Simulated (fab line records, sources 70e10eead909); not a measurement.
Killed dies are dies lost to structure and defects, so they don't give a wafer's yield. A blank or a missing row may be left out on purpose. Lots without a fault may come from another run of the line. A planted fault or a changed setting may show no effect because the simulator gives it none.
Which tool did it? | flow nand_harc | 6 lots, 18 wafers sampled, at 5 steps of a route of 1302

WHAT THE GAUGES READ, wafer by wafer
NHARC_END_SORT_01.
lot  | measured     | on        | killed_at_array
L601 | day 30 18:28 | prober-01 | 669 673 671

WHICH TOOL RAN EACH LOT (tool, then ch and the chambers of the sampled wafers, then the start)
lot  | NHARC_A_CHANNEL_HOLE_D2_ETCH_23  | NHARC_A_CHANNEL_FILL_D2_ALD_02   | NHARC_A_CHANNEL_FILL_D2_ETCHBACK_20 | NHARC_A_CHANNEL_FILL_D2_ETCHBACK_08
L589 | har_etch-02 ch 0,1, day 13 22:21 | ald_hk-01 ch 0,1,2, day 14 02:39 | rie_diel-13 ch 0,1,3, day 15 04:28  | rie_diel-02 ch 1,2,3, day 15 21:48
L596 | har_etch-01 ch 0,1, day 16 12:55 | ald_hk-03 ch 0,1,2, day 16 17:31 | rie_diel-06 ch 0,3, day 17 17:10    | rie_diel-06 ch 0,1,3, day 18 10:32
L599 | har_etch-02 ch 0,1, day 18 01:32 | ald_hk-04 ch 0,2,3, day 18 08:44 | rie_diel-02 ch 1,3, day 19 08:54    | rie_diel-06 ch 0,1,3, day 20 02:33
L601 | har_etch-02 ch 0,1, day 19 11:26 | ald_hk-04 ch 0,1,3, day 19 15:47 | rie_diel-02 ch 0,2, day 20 15:59    | rie_diel-02 ch 0,3, day 21 09:23
L608 | har_etch-02 ch 0,1, day 22 04:10 | ald_hk-01 ch 0,2, day 22 08:31   | rie_diel-02 ch 0,1,2, day 23 09:16  | rie_diel-06 ch 1,2,3, day 24 02:20
L609 | har_etch-01 ch 0,1, day 23 04:52 | ald_hk-04 ch 0,2,3, day 23 09:08 | rie_diel-02 ch 0,1,3, day 24 07:46  | rie_diel-06 ch 1,2,3, day 25 00:46
- NHARC_A_CHANNEL_HOLE_D2_ETCH_23: etches the open film in C4F8/O2/Ar, time 819 s, target depth 1600 nm.
- NHARC_A_CHANNEL_FILL_D2_ALD_02: deposits SiO2, target thk 6 nm, pulse time 10 s, ald cycles 60.
- NHARC_A_CHANNEL_FILL_D2_ETCHBACK_20: etches the open film in C4F8/O2/Ar, target depth 27 nm, time 13.5 s.
- NHARC_A_CHANNEL_FILL_D2_ETCHBACK_08: etches the open film in C4F8, target depth 220 nm, time 110 s.

THE ANSWER, worked out from the rows above alone
Rule: what is usual is taken from the lots themselves. Put in order of their means at a reading, lots are off if they are a third of the lots or fewer, leave a main group of 4 or more, and stand apart from it by a gap of 3 or more times the standard deviation of the main group's means; of several such gaps the widest counts. A main group whose means are all the same, to the digits that the tables above print for the reading, isn't used. A lot without any number at a reading at which 4 lots or more have one is off too. The other lots that the step has rows for count as sound.
No lot is off at any reading shown: from this, nothing can be told.

WHAT THE SIMULATOR HAD PUT IN
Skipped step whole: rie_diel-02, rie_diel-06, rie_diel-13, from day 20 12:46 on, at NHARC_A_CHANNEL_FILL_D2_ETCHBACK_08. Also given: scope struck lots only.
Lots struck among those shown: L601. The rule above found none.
